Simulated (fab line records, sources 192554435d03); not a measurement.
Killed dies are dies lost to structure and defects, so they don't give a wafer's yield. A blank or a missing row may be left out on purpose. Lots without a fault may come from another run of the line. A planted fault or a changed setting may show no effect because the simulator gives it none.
Which tool did it? | flow n5_finfet | 11 lots, 33 wafers sampled, at 5 steps of a route of 1938

WHAT THE GAUGES READ, wafer by wafer
N5_BEOL_M3_CD_MEAS_35: target cd 18 nm, target cd y 21 nm.
lot  | measured     | on        | cd_nm (nm)
L511 | day 7 17:11  | cd_sem-02 | 18.3 18.4 17.8
L512 | day 8 03:28  | cd_sem-03 | 18.1 18.7 18.5
L513 | day 8 11:30  | cd_sem-02 | 18.1 18.1 17.4
L514 | day 8 11:38  | cd_sem-03 | 18.1 17.8 17.5
L515 | day 9 02:10  | cd_sem-03 | 17.4 17.8 18.1
L517 | day 9 07:35  | cd_sem-02 | 18.4 18.1 17.5
L516 | day 9 10:26  | cd_sem-03 | 18.1 17.7 17.9
L520 | day 9 22:19  | cd_sem-02 | 17.4 17.8 18.0
L521 | day 10 12:59 | cd_sem-02 | 18.3 17.9 17.9
L528 | day 12 13:08 | cd_sem-03 | 18.2 17.5 17.9
L532 | day 14 02:18 | cd_sem-01 | 17.8 18.0 17.5

N5_BEOL_M4_RC_MEAS_101.
lot  | measured     | on        | DIBL_N (mV/V)  | DIBL_P (mV/V)  | IOFF_N (nA/um)    | IOFF_P (nA/um) | ION_N (uA/um) | ION_P (uA/um) | SS_N (mV/dec)  | SS_P (mV/dec)  | VT_N (mV)   | VT_P (mV)
L511 | day 8 09:57  | prober-01 | 31.8 34.7 31.2 | 30.7 35.7 30.9 | 0.109 0.146 0.097 | 0.15 0.21 0.15 | 658 667 652   | 457 465 457   | 71.1 72.3 70.0 | 71.7 73.5 71.7 | 253 250 256 | -253 -249 -250
L512 | day 8 23:17  | prober-02 | 32.9 34.7 35.1 | 32.2 34.7 35.1 | 0.110 0.137 0.147 | 0.18 0.21 0.22 | 663 678 680   | 462 472 464   | 69.8 70.9 71.3 | 72.5 72.8 72.7 | 255 250 252 | -249 -248 -249
L513 | day 9 04:28  | prober-01 | 33.5 33.3 34.0 | 33.1 32.9 33.4 | 0.131 0.129 0.138 | 0.17 0.17 0.16 | 676 670 675   | 461 453 460   | 71.2 71.2 70.9 | 72.3 73.0 73.1 | 249 251 253 | -254 -255 -254
L514 | day 9 06:34  | prober-01 | 31.5 35.8 33.8 | 31.2 35.1 33.7 | 0.092 0.149 0.122 | 0.12 0.16 0.15 | 661 655 663   | 455 450 453   | 69.7 71.0 70.4 | 72.1 72.9 73.3 | 259 251 252 | -260 -255 -256
L515 | day 9 19:20  | prober-02 | 33.6 31.6 31.3 | 34.0 31.3 31.5 | 0.139 0.109 0.106 | 0.22 0.18 0.18 | 672 659 655   | 467 467 457   | 71.6 70.8 70.6 | 73.1 71.9 71.9 | 250 252 253 | -246 -249 -247
L517 | day 10 21:08 | prober-01 | 35.0 34.8 35.4 | 34.1 33.8 34.2 | 0.118 0.119 0.134 | 0.16 0.15 0.16 | 657 654 675   | 451 450 453   | 71.6 71.5 71.7 | 72.6 72.9 72.6 | 257 255 253 | -256 -261 -255
L516 | day 11 01:00 | prober-01 | 34.3 35.9 33.5 | 35.1 36.5 34.4 | 0.135 0.155 0.131 | 0.20 0.23 0.20 | 681 691 668   | 467 467 469   | 71.2 71.6 71.2 | 73.2 73.7 72.3 | 254 251 252 | -248 -246 -250
L520 | day 11 06:17 | prober-01 | 32.3 35.7 34.8 | 30.9 36.4 34.2 | 0.105 0.159 0.141 | 0.15 0.22 0.19 | 663 677 673   | 458 466 463   | 70.3 71.0 70.4 | 72.7 73.3 73.2 | 255 248 251 | -251 -246 -248
L521 | day 11 10:08 | prober-01 | 34.9 35.5 34.3 | 33.6 35.2 33.2 | 0.126 0.131 0.118 | 0.17 0.18 0.16 | 671 661 664   | 460 459 454   | 71.2 70.9 70.7 | 72.4 73.8 72.8 | 255 254 254 | -254 -254 -256
L528 | day 13 23:04 | prober-01 | 34.1 34.5 34.7 | 34.2 33.9 36.2 | 0.138 0.140 0.165 | 0.20 0.19 0.24 | 668 670 696   | 462 459 477   | 70.5 71.0 71.9 | 73.2 73.2 73.1 | 251 253 246 | -247 -249 -246
L532 | day 15 03:55 | prober-01 | 37.5 35.5 36.4 | 36.4 34.0 35.6 | 0.162 0.135 0.157 | 0.26 0.23 0.25 | 673 673 677   | 469 466 476   | 71.4 71.0 71.7 | 73.5 73.5 74.0 | 252 251 250 | -244 -247 -243

WHICH TOOL RAN EACH LOT (tool, then ch and the chambers of the sampled wafers, then the start)
lot  | N5_BEOL_M3_CVD_47                | N5_BEOL_M3_ANNEAL_80         | N5_BEOL_M3_SPUTTER_81
L511 | cvd_co-01 ch 1,2, day 7 18:09    | pvd_sputter-02, day 7 18:39  | pvd_sputter-02, day 7 18:47
L512 | cvd_co-02 ch 0,2, day 8 04:41    | pvd_sputter-01, day 8 06:01  | pvd_sputter-01, day 8 06:09
L513 | cvd_co-02 ch 0,1,2, day 8 12:19  | pvd_sputter-02, day 8 12:46  | pvd_sputter-02, day 8 12:55
L514 | cvd_co-02 ch 0,1,2, day 8 12:38  | pvd_sputter-01, day 8 13:20  | pvd_sputter-01, day 8 13:29
L515 | cvd_co-01 ch 0,2, day 9 03:07    | pvd_sputter-02, day 9 03:43  | pvd_sputter-02, day 9 03:51
L517 | cvd_co-01 ch 1,2, day 9 08:13    | pvd_sputter-03, day 9 08:41  | pvd_sputter-03, day 9 08:50
L516 | cvd_co-02 ch 1,2, day 9 11:26    | pvd_sputter-03, day 9 11:53  | pvd_sputter-03, day 9 12:02
L520 | cvd_co-01 ch 1,2, day 9 23:19    | pvd_sputter-03, day 9 23:47  | pvd_sputter-03, day 9 23:55
L521 | cvd_co-01 ch 0,2, day 10 13:28   | pvd_sputter-01, day 10 14:01 | pvd_sputter-01, day 10 14:10
L528 | cvd_co-02 ch 0,1,2, day 12 13:43 | pvd_sputter-02, day 12 14:19 | pvd_sputter-02, day 12 14:27
L532 | cvd_co-01 ch 0,2, day 14 04:19   | pvd_sputter-03, day 14 04:47 | pvd_sputter-03, day 14 04:55
- N5_BEOL_M3_CVD_47: deposits Co from CCTBA/H2, target thk 3 nm, time 223.8 s.
- N5_BEOL_M3_ANNEAL_80: time 240 s.
- N5_BEOL_M3_SPUTTER_81: material Cu, target thk 4.5 nm, time 8.29 s.

WHAT THE TOOLS THEMSELVES READ (means of the sampled wafers that have a number; where no wafer has one, the mark that the record gives instead)
N5_BEOL_M3_CVD_47.
lot  | tool      | chamber_pressure_Torr (Torr) | run_length_s (s)
L511 | cvd_co-01 | 30.02                        | 246.9
L512 | cvd_co-02 | 30.04                        | 247.0
L513 | cvd_co-02 | 29.94                        | 247.2
L514 | cvd_co-02 | 30.03                        | 246.8
L515 | cvd_co-01 | 30.06                        | 246.2
L517 | cvd_co-01 | 29.92                        | 246.9
L516 | cvd_co-02 | 30.04                        | 247.0
L520 | cvd_co-01 | 30.00                        | 246.6
L521 | cvd_co-01 | 29.96                        | 246.5
L528 | cvd_co-02 | 29.99                        | 273.9
L532 | cvd_co-01 | 29.96                        | 246.7

N5_BEOL_M3_ANNEAL_80.
lot  | tool           | heater_power_w (W)
L511 | pvd_sputter-02 | 993
L512 | pvd_sputter-01 | 793
L513 | pvd_sputter-02 | 920
L514 | pvd_sputter-01 | 781
L515 | pvd_sputter-02 | 855
L517 | pvd_sputter-03 | 775
L516 | pvd_sputter-03 | 804
L520 | pvd_sputter-03 | 786
L521 | pvd_sputter-01 | 788
L528 | pvd_sputter-02 | 910
L532 | pvd_sputter-03 | 808

N5_BEOL_M3_SPUTTER_81.
lot  | tool           | throttle_valve_pct (%)
L511 | pvd_sputter-02 | 30.2
L512 | pvd_sputter-01 | 30.4
L513 | pvd_sputter-02 | 30.9
L514 | pvd_sputter-01 | 30.2
L515 | pvd_sputter-02 | 31.5
L517 | pvd_sputter-03 | 30.1
L516 | pvd_sputter-03 | 30.5
L520 | pvd_sputter-03 | 29.9
L521 | pvd_sputter-01 | 30.2
L528 | pvd_sputter-02 | 31.0
L532 | pvd_sputter-03 | 30.4

THE ANSWER, worked out from the rows above alone
Rule: what is usual is taken from the lots themselves. Put in order of their means at a reading, lots are off if they are a third of the lots or fewer, leave a main group of 4 or more, and stand apart from it by a gap of 3 or more times the standard deviation of the main group's means; of several such gaps the widest counts. A main group whose means are all the same, to the digits that the tables above print for the reading, isn't used. A lot without any number at a reading at which 4 lots or more have one is off too. The other lots that the step has rows for count as sound. The gauges are gone through in route order, then the tools' own readings, and for those a lot's mean is taken as printed above. The first step at which some lot is off is used, and at that step the reading that is off furthest; a lot without a number counts as furthest.
Off: L528, at N5_BEOL_M3_CVD_47 (run_length_s). The main group: mean 246.8 s, standard deviation 0.27.
A tool fits if, at that step or a process step before it, it ran every lot that is off, and no sound lot after the first of them. One fits: cvd_co-02 at N5_BEOL_M3_CVD_47. Its last sound lot is L516 (day 9 11:26), its first lot that is off L528 (day 12 13:43): a fault that began between those two fits.
The tool's own readings at N5_BEOL_M3_CVD_47 bear it out: on the lots that are off they differ by more than 5 times the standard deviation of the sound lots' means. run_length_s reads 273.9 s there against 246.8 s on the sound lots.

WHAT THE SIMULATOR HAD PUT IN
Process parameter drift: cvd_co-02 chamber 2, from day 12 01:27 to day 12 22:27, at N5_BEOL_M3_CVD_47. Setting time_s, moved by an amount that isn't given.
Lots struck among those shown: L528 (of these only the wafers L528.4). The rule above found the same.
